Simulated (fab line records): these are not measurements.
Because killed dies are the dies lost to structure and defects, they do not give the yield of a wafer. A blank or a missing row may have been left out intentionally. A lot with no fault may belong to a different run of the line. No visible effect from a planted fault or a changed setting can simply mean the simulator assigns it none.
A lot that was struck, set against a sound lot + flow n5 finfet + 39 steps out of a route of 1938
Sound: wafers L391.2, L391.3, L391.4. Struck: wafers L381.1, L381.5, L381.6. The cause comes at the end.
Order at every step that has rows: each side's tool, ch and its chambers, its first start. Under that, the readings that differ: sound wafers + struck wafers + difference of the means + sigmas: that difference in standard deviations of wafers without a fault.
alike: readings whose means differ by less than 2 such deviations, and words and numbers that are the same on both sides. not compared: withheld readings, readings that some wafer has no value for, bounds like >300 that may hide the same value, and numbers for which the record gives no deviation and whose values overlap.
The two part at a step that has a row with sigmas, a row that says differs or no value, or rows on one side only. When numbers do not overlap yet have no deviation, they are printed without sigmas and do not part them. Lack of a reading on every wafer of one side parts them only where that side has two or more wafers.

first, 12 steps without rows for these wafers: N5_SD_EPI_N_ETCH_35 (etches SOC in N2/H2, overetch 108 nm, time 486 s); N5_SD_EPI_N_STRIP_36 (strips in N2/H2); N5_SD_EPI_N_ETCHBACK_44 (etches SiNx in CH3F/O2, stops on SiO2, target depth 14.5 nm); N5_SD_EPI_N_ETCH_45 (etches SiOCN in CH3F/O2, target depth 6 nm); N5_SD_EPI_N_ETCH_16 (etches SiO2 in CHF3/O2, target depth 5 nm); N5_SD_EPI_N_STRIP_47 (strips in CHF3/O2); N5_SD_EPI_N_SD_RECESS_17 (chemistry HBr/Cl2/O2, target depth 41 nm, time 23.7 s, bt time 3 s); N5_SD_EPI_N_STRIP_38 (strips in N2/H2); N5_SD_EPI_N_WET_ETCH_43 (etches SiO2 in dHF, time 14 s, target depth 1.5 nm); N5_SD_EPI_N_STRIP_18 (strips in SPM, time 750 s); N5_SD_EPI_N_SRD_20 (time 30 s); N5_SD_EPI_N_PRECLEAN_48 (cleans in NF3:NH3, afs cycles 2, time 20 s, sublimation time 60 s).
N5_SD_EPI_N_VAPOR_ETCH_50: etches Si in HCl, time 54 s.
  sound on epi rpcvd-03 ch 0, day 7 19:09; struck on epi rpcvd-03 ch 0, day 5 10:34
| reading              | sound             | struck            | difference | sigmas |
|----------------------|-------------------|-------------------|------------|--------|
| susceptor temp C (C) | 775.1 775.0 774.6 | 763.4 763.3 763.2 | -11.6      | -32    |
  alike: throttle valve pct
then, 24 steps without rows for these wafers: N5_SD_EPI_N_EPI_21 (deposits Si:P, time 690 s); N5_SD_EPI_N_PRECLEAN_24 (cleans in O3/DIW, time 60 s); N5_SD_EPI_N_SRD_25 (time 30 s); N5_SD_EPI_N_PRECLEAN_49 (cleans in NF3:NH3, afs cycles 1, time 20 s, sublimation time 60 s); N5_SD_EPI_N_LINER_46 (material SiNx, target thk 3 nm); N5_SD_EPI_P_COAT_34 (time 60 s, resist thk 350 nm); N5_SD_EPI_P_COAT_35 (time 60 s, resist thk 35 nm); N5_SD_EPI_P_COAT_03 (resist thk 150 nm); N5_SD_EPI_P_EBR_05; N5_SD_EPI_P_SOFTBAKE_04 (time 60 s); N5_SD_EPI_P_EXPOSE_06 (exposes mask SD P BLK, target cd 240 nm); N5_SD_EPI_P_PEB_07 (peb time 60 s); N5_SD_EPI_P_DEVELOP_08 (develop time 30 s); N5_SD_EPI_P_DESCUM_14 (chemistry O2, time 7.9 s); N5_SD_EPI_P_ETCH_36 (etches SiARC in CF4, target depth 45.5 nm, time 75.8 s); N5_SD_EPI_P_ETCH_37 (etches SOC in N2/H2, overetch 108 nm, time 486 s); N5_SD_EPI_P_STRIP_38 (strips in N2/H2); N5_SD_EPI_P_ETCHBACK_46 (etches SiNx in CH3F/O2, stops on SiO2, target depth 17.5 nm); N5_SD_EPI_P_ETCH_47 (etches SiOCN in CH3F/O2, target depth 25 nm); N5_SD_EPI_P_ETCH_16 (etches SiO2 in CHF3/O2, target depth 5 nm); N5_SD_EPI_P_STRIP_50 (strips in CHF3/O2); N5_SD_EPI_P_SD_RECESS_17 (chemistry HBr/Cl2/O2, target depth 39.1 nm, bt time 3 s); N5_SD_EPI_P_WET_ETCH_45 (etches SiO2 in dHF, time 10.7 s, target depth 2 nm, rinse time 30 s); N5_SD_EPI_P_STRIP_40 (strips in N2/H2).
-- the record jumps here: 7 days lie between the struck wafers' starts before and after (it left off in module SD_EPI_P and takes up again in module BEOL_M4, whose first step shown is number 1111 of the route) --
N5_BEOL_M4_RC_MEAS_101:
  sound on prober-01 ch 0, day 15 12:49; struck on prober-01 ch 0, day 12 19:18
| reading         | sound          | struck         | difference | sigmas |
|-----------------|----------------|----------------|------------|--------|
| REXT_N (ohm.um) | 73.8 73.6 73.6 | 85.5 85.1 85.0 | +11.5      | +6     |
  alike: DIBL_N, DIBL_P, IOFF_N, IOFF_P, ION_N, ION_P, SS_N, SS_P, VT_N, VT_P
-- here the record skips 5 days between the struck wafers' starts before and after, leaving off in module BEOL_M4 and picking up in module PASSIVATION (first step shown: number 1936 of the route) --
N5_PASSIVATION_PROBE_49:
  rows exist in the record for the struck wafers here (prober-02, day 17 10:13), but not for the sound ones

## WHERE THEY PART
Last at N5_PASSIVATION_PROBE_49 as far as this record goes, first at N5_SD_EPI_N_VAPOR_ETCH_50.

WHY: whatever the simulator had introduced
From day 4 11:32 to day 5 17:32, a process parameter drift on epi rpcvd-03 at N5_SD_EPI_N_VAPOR_ETCH_50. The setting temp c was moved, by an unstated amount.
